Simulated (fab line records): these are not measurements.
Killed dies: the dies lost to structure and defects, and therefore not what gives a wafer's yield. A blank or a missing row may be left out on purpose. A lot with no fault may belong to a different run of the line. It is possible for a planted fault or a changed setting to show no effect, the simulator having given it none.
Which tool was responsible? ; flow n5 finfet ; 27 wafers from 9 lots sampled at 6 of the route's 1938 steps

## WHAT THE GAUGES SHOWED, per wafer
N5_SDB_THK_MEAS_31. Usual: SDB_THK 64.1 nm, standard deviation 0.88.
lot;measured;on;SDB_THK (nm);flag
L146;day 3 22:42;film metro-01;66.0 65.0 65.3;
L147;day 4 05:04;film metro-01;65.0 64.3 64.9;
L148;day 4 09:13;film metro-01;65.2 64.7 63.5;
L154;day 6 00:15;film metro-02;63.7 64.4 64.1;
L156;day 6 11:42;film metro-02;64.9 63.9 64.2;
L158;day 7 02:21;film metro-01;64.3 62.7 63.3;
L159;day 7 09:08;film metro-01;64.2 64.3 66.1;
L165;day 8 14:25;film metro-01;64.2 63.8 63.4;
L166;day 8 21:54;film metro-02;63.5 62.7 64.5;

N5_DUMMY_REMOVAL_INSPECT_06: inspects for defects (brightfield). Usual: 12 for raw defect count, sd 5.8.
lot;measured;on;raw defect count;flag
L146;day 3 23:23;defect inspect-01;8 7 13;
L147;day 4 05:19;defect inspect-01;9 6 5;
L148;day 4 09:28;defect inspect-01;25 14 17;
L154;day 6 00:31;defect inspect-02;14 20 4;
L156;day 6 11:58;defect inspect-01;10 16 11;
L158;day 7 02:41;defect inspect-01;16 834 814;OFF
L159;day 7 09:35;defect inspect-02;791 9 752;OFF
L165;day 8 14:41;defect inspect-02;21 5 10;
L166;day 8 22:12;defect inspect-02;17 7 11;

N5_BEOL_M4_RC_MEAS_101. Usual: DIBL_N 35.9 mV/V, standard deviation 1.3; DIBL_P 35.9 mV/V, standard deviation 1.5; IOFF_N 0.152 nA/um, standard deviation 0.023; IOFF_P 0.204 nA/um, standard deviation 0.027; ION_N 673 uA/um, standard deviation 9.2; ION_P 462 uA/um, standard deviation 6.7; SS_N 71.4 mV/dec, standard deviation 0.48; SS_P 73.2 mV/dec, standard deviation 0.55; VT_N 250.3 mV, standard deviation 2.6; VT_P -250.6 mV, standard deviation 3.
lot;measured;on;DIBL_N (mV/V);DIBL_P (mV/V);IOFF_N (nA/um);IOFF_P (nA/um);ION_N (uA/um);ION_P (uA/um);SS_N (mV/dec);SS_P (mV/dec);VT_N (mV);VT_P (mV);flag
L146;day 8 12:53;prober-02;35.2 37.0 37.2;35.1 38.1 37.3;0.120 0.155 0.149;0.163 0.207 0.193;662 671 659;455 468 450;70.9 71.2 71.6;72.3 72.6 73.2;255.4 251.9 250.1;-253.8 -251.8 -251.3;
L147;day 8 18:44;prober-01;35.9 35.3 34.9;36.2 35.8 36.1;0.177 0.163 0.159;0.208 0.198 0.204;682 679 676;458 459 464;71.3 71.8 70.8;73.9 73.7 73.1;246.9 248.9 248.7;-250.4 -251.5 -252.7;
L148;day 8 20:23;prober-02;33.8 33.5 33.9;34.7 34.5 35.1;0.143 0.133 0.139;0.199 0.186 0.199;667 672 663;461 464 464;71.0 71.5 70.9;72.4 72.5 72.8;250.9 250.1 250.9;-250.0 -250.8 -250.2;
L154;day 10 22:23;prober-01;36.2 37.4 36.8;35.5 37.4 36.7;0.162 0.183 0.175;0.209 0.233 0.224;687 680 690;467 468 469;71.6 71.8 70.5;73.1 74.2 73.0;246.1 245.8 247.4;-248.9 -249.6 -248.3;
L156;day 11 07:58;prober-02;38.2 37.6 36.9;38.8 37.3 36.6;0.225 0.206 0.182;0.247 0.217 0.209;690 678 682;467 458 458;71.5 71.8 71.3;74.1 73.2 72.6;242.7 244.2 246.1;-248.1 -253.5 -251.4;
L158;day 11 09:10;prober-01;34.3 35.1 34.8;33.5 33.7 34.6;0.154 0.163 0.161;0.211 0.210 0.225;683 681 679;472 463 470;71.5 71.7 71.2;72.7 73.3 74.5;248.0 248.1 249.0;-249.9 -249.2 -248.3;
L159;day 12 10:53;prober-02;36.3 36.9 38.0;33.9 34.5 36.4;0.147 0.148 0.184;0.227 0.227 0.275;669 678 692;472 467 477;71.5 71.1 71.6;72.4 73.4 73.6;248.6 251.3 247.6;-244.2 -247.5 -243.5;
L165;day 13 17:34;prober-01;36.5 35.8 36.4;36.4 35.8 36.3;0.174 0.162 0.172;0.228 0.218 0.228;688 681 677;471 469 468;71.9 72.0 71.1;72.9 72.9 72.5;246.3 248.6 245.5;-248.1 -249.2 -247.2;
L166;day 13 17:28;prober-02;36.1 36.2 35.4;36.0 36.6 35.8;0.162 0.164 0.149;0.183 0.187 0.176;675 668 669;454 455 452;71.9 72.0 71.4;73.0 73.8 73.1;250.0 248.5 250.2;-253.1 -255.2 -256.0;

## EACH LOT AND THE TOOL THAT RAN IT (in order: tool; ch and the chambers of the sampled wafers; start)
lot;N5_SDB_CMP_30;N5_DUMMY_REMOVAL_HM_STRIP_01;N5_HKMG_FIN_ALD_74
L146;cmp-02 ch 0,1,3, day 3 22:25;rie diel-01 ch 1,2,3, day 3 23:11;ald hk-03 ch 1,2,3, day 4 00:11
L147;cmp-03 ch 1,2, day 4 04:46;rie diel-01 ch 1,2,3, day 4 05:07;ald hk-02 ch 0,2,3, day 4 06:05
L148;cmp-02 ch 0,1, day 4 08:58;rie diel-01 ch 1,2,3, day 4 09:17;ald hk-02 ch 1,2, day 4 10:14
L154;cmp-01 ch 0,1, day 5 23:57;rie diel-01 ch 0,1,2, day 6 00:19;ald hk-01 ch 0,2,3, day 6 01:16
L156;cmp-02 ch 0,1,2, day 6 11:24;rie diel-01 ch 0,2,3, day 6 11:46;ald hk-03 ch 1,3, day 6 12:44
L158;cmp-03 ch 0,1,3, day 7 02:06;rie diel-01 ch 2,3, day 7 02:29;ald hk-02 ch 0,1,3, day 7 03:26
L159;cmp-01 ch 1,2,3, day 7 08:58;rie diel-01 ch 2,3, day 7 09:23;ald hk-03 ch 1,2, day 7 10:20
L165;cmp-03 ch 1,2, day 8 14:07;rie diel-06 ch 2,3, day 8 14:29;ald hk-02 ch 0,1,2, day 8 15:35
L166;cmp-02 ch 0,2,3, day 8 21:37;rie diel-03 ch 0,2,3, day 8 21:58;ald hk-01 ch 0,1,2, day 8 22:58
- N5_SDB_CMP_30: polishes, stops on poly-Si, t overpolish 1.54 s, target thk 30 nm.
- N5_DUMMY_REMOVAL_HM_STRIP_01: strips SiNx in CH3F/O2, stops on poly-Si, target depth 4 nm, time 6.8 s.
- N5_HKMG_FIN_ALD_74: deposits La2O3, target thk 0.5 nm, pulse time 6 s, co reactant pulse time 1 s.

## AS READ BY THE TOOLS THEMSELVES (means over the sampled wafers that have a number; for cases with no such wafer, the mark the record gives instead)
N5_SDB_CMP_30. Usual: motor current A 12.2 A, standard deviation 0.99; overpolish run s 1.541 s, standard deviation 0.01; retaining ring pressure frac 1.000, standard deviation 0.0051; time to endpoint s 17.1 s, standard deviation 1.9.
lot;tool;motor current A (A);overpolish run s (s);retaining ring pressure frac;time to endpoint s (s);flag
L146;cmp-02;11.9;1.547;0.994;19.1;
L147;cmp-03;13.0;1.538;1.000;15.6;
L148;cmp-02;11.7;1.544;0.996;17.7;
L154;cmp-01;12.6;1.540;1.002;15.3;
L156;cmp-02;11.9;1.540;1.003;14.1;
L158;cmp-03;12.7;1.549;0.996;18.7;
L159;cmp-01;12.2;1.541;0.999;19.7;
L165;cmp-03;12.5;1.544;1.000;17.4;
L166;cmp-02;12.1;1.550;1.002;14.9;

N5_DUMMY_REMOVAL_HM_STRIP_01. Usual: CH3F_flow_sccm 30.01 sccm, standard deviation 0.083; drypump motor current A 5.54 A, standard deviation 0.29; oes product au 0.64 a.u., standard deviation 0.054; rf vpp V 127.3 V, standard deviation 1; showerhead plenum p Torr 2.00 Torr, standard deviation 0.065; throttle valve pct 16.26 %, standard deviation 0.23.
lot;tool;CH3F_flow_sccm (sccm);drypump motor current A (A);oes product au (a.u.);rf vpp V (V);showerhead plenum p Torr (Torr);throttle valve pct (%);flag
L146;rie diel-01;30.02;5.64;0.61;127.7;2.00;16.28;
L147;rie diel-01;29.91;5.65;0.62;127.2;2.00;16.27;
L148;rie diel-01;30.09;5.64;0.62;126.9;2.00;16.26;
L154;rie diel-01;29.93;5.46;0.63;128.1;2.03;16.42;
L156;rie diel-01;29.92;5.47;0.63;126.8;1.99;16.32;
L158;rie diel-01;30.04;5.68;0.60;127.3;1.97;16.36;
L159;rie diel-01;30.10;5.68;0.59;126.8;1.97;16.36;
L165;rie diel-06;30.07;5.37;0.60;127.1;1.96;16.24;
L166;rie diel-03;30.02;5.53;0.59;126.8;1.98;16.56;

N5_HKMG_FIN_ALD_74. Usual: heater power w 363 W, standard deviation 49; precursor pulse height rel 1.003, standard deviation 0.021.
lot;tool;heater power w (W);precursor pulse height rel;flag
L146;ald hk-03;350;1.010;
L147;ald hk-02;402;0.999;
L148;ald hk-02;421;1.005;
L154;ald hk-01;341;0.982;
L156;ald hk-03;315;0.998;
L158;ald hk-02;400;0.992;
L159;ald hk-03;397;0.993;
L165;ald hk-02;414;1.009;
L166;ald hk-01;354;0.985;

## THE ANSWER, worked out from the rows above alone
Rule: take the mean of a lot's wafers that have a number; if it is more than 3 standard deviations from the usual mean, the lot is off. Also off: a lot with no number at a reading for which 4 or more lots have one. Any other lot the step has rows for is counted as sound. After the gauges, taken in route order, come the tools' own readings; for these a lot's mean is taken, as printed above. At the first step where some lot is off, the reading lying furthest off is the one used; lots without a number count as furthest.
Off at N5_DUMMY_REMOVAL_INSPECT_06 (raw defect count): L158, L159.
If a tool, at a process step before that reading, ran all the lots that are off and no sound lot after the first of them, it fits. The gauges at N5_DUMMY_REMOVAL_INSPECT_06 are tried like those tools. One fits: N5_DUMMY_REMOVAL_HM_STRIP_01 on rie diel-01. Its last sound lot is L156 (day 6 11:46), its first lot that is off L158 (day 7 02:29): a fault that began between those two fits.

## WHAT THE SIMULATOR PUT IN
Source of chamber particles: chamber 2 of rie diel-01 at N5_DUMMY_REMOVAL_HM_STRIP_01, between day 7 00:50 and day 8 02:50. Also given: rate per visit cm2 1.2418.
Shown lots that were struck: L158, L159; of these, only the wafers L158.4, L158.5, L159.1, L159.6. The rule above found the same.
